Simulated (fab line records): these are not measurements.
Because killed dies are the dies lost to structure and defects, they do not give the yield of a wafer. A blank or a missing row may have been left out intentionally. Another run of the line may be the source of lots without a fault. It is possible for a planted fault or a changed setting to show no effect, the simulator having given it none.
Split-lot experiment -- flow n5-finfet -- 21 wafers read across 7 lots, on a route 1938 steps long

== SPLIT DETAILS ==
At N5_BEOL_M1_COAT_05 (resist thk 30 nm), the setting spin-rpm was moved away from the recipe's 1500 rpm on 7 of the 21 wafers read, by -4.1% to +10.3%. The other wafers ran this setting at the recipe's value.

== FROM THE SPLIT TO THE READING: what the file shows between them, 4 steps ==
- N5_BEOL_M1_EBR_07
- N5_BEOL_M1_SOFTBAKE_06: time 60 s
- N5_BEOL_M1_EXPOSE_08: exposes mask M1
- N5_BEOL_M1_PEB_09: peb time 60 s

== THE READING ==
CAR-EUV_of_BEOL_M1_COAT_05.thk-nm (the simulator's own value, which no gauge read), in nm, at N5_BEOL_M1_DEVELOP_10 (develop time 30 s). There is no usual value for it anywhere in the file. Here, 14 wafers ran the recipe; their average is 29.6 nm with a standard deviation of 0.091 nm.

wafer,"tool, chamber at the split","spin-rpm as run, rpm",against the recipe,"CAR-EUV_of_BEOL_M1_COAT_05.thk-nm, nm",against lot-mates on the recipe
L076.1,"litho-track-01, 0",1500,recipe,29.6,-
L076.4,"litho-track-01, 0",1500,recipe,29.6,-
L076.6,"litho-track-01, 0",1500,recipe,29.6,-
L077.4,"litho-track-01, 0",1500,recipe,29.6,-
L077.5,"litho-track-01, 0",1500,recipe,29.6,-
L077.6,"litho-track-01, 0",1500,recipe,29.6,-
L078.1,"litho-track-01, 0",1654,+10.3%,28.2,-1.6
L078.3,"litho-track-01, 0",1500,recipe,29.8,-
L078.5,"litho-track-01, 0",1500,recipe,29.8,-
L083.2,"litho-track-02, 0",1547,+3.1%,29.2,-0.4
L083.4,"litho-track-02, 0",1500,recipe,29.6,-
L083.6,"litho-track-02, 0",1500,recipe,29.6,-
L089.2,"litho-track-03, 0",1629,+8.6%,28.2,-1.2
L089.4,"litho-track-03, 0",1629,+8.6%,28.2,-1.2
L089.6,"litho-track-03, 0",1500,recipe,29.4,-
L090.1,"litho-track-01, 0",1622,+8.1%,28.4,-1.2
L090.3,"litho-track-01, 0",1622,+8.1%,28.4,-1.2
L090.5,"litho-track-01, 0",1500,recipe,29.6,-
L096.2,"litho-track-01, 0",1500,recipe,29.6,-
L096.5,"litho-track-01, 0",1500,recipe,29.6,-
L096.6,"litho-track-01, 0",1439,-4.1%,30.2,+0.6

FIT RESULTS
A straight line over all 21 wafers: CAR-EUV_of_BEOL_M1_COAT_05.thk-nm changes by -0.151 nm for each +1% of spin-rpm; r = -0.99; the points scatter about the line by 0.094 nm.
The same after taking each lot's own level away (the mean of its wafers on the recipe; 21 wafers): -0.147 nm for each +1%; r = -1.00; scatter 0.032 nm.
Per that fit: largest spin-rpm move, reading shift of 1.5 nm.
Measured against the standard deviation above, the lots' own levels, which go from 29.40 to 29.80 nm, span 4.4 times it.
Hence the lot-to-lot level has little effect on the slope; both slopes agree.
Check: for one of the wafers moved furthest among these (+10.3%), held out of the fit, the line's prediction against its lot-mates is -1.47 nm. Against them it came out at -1.6 nm.

== FURTHER SPLITS ON THESE WAFERS ==
Before the reading, these wafers also passed through other splits. Each is held against what the fit with the lots' levels taken away leaves over:
other split on the same wafers,wafers away from the commonest value,r with CAR-EUV_of_BEOL_M1_COAT_05.thk-nm (lot level and that fit taken away)
N5_BEOL_M0_SAQP_EXPOSE_11 dose-mj,9,+0.10
N5_BEOL_M0_SAQP_ETCH_107 source-w,8,+0.00
N5_BEOL_M0_SAQP_COAT_87 spin-rpm,8,-0.12

== THE WHOLE CHAIN: every reading that the file lists as answering this split, in the file's order ==
step,what it does,reading,change (the file's fit),r (the file's)
N5_BEOL_M1_COAT_05,resist thk 30 nm,"CAR-EUV_of_BEOL_M1_COAT_05.thk-nm (the simulator's own value, which no gauge read)",-0.137 nm for each +1% of the setting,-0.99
N5_BEOL_M1_DEVELOP_10,develop time 30 s,"CAR-EUV_of_BEOL_M1_COAT_05.thk-nm (the simulator's own value, which no gauge read)",-0.148 nm for each +1% of the setting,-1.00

== THE FILE'S OWN FIT ==
CAR-EUV_of_BEOL_M1_COAT_05.thk-nm changes by -0.148 nm for each +1% of spin-rpm, r = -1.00.
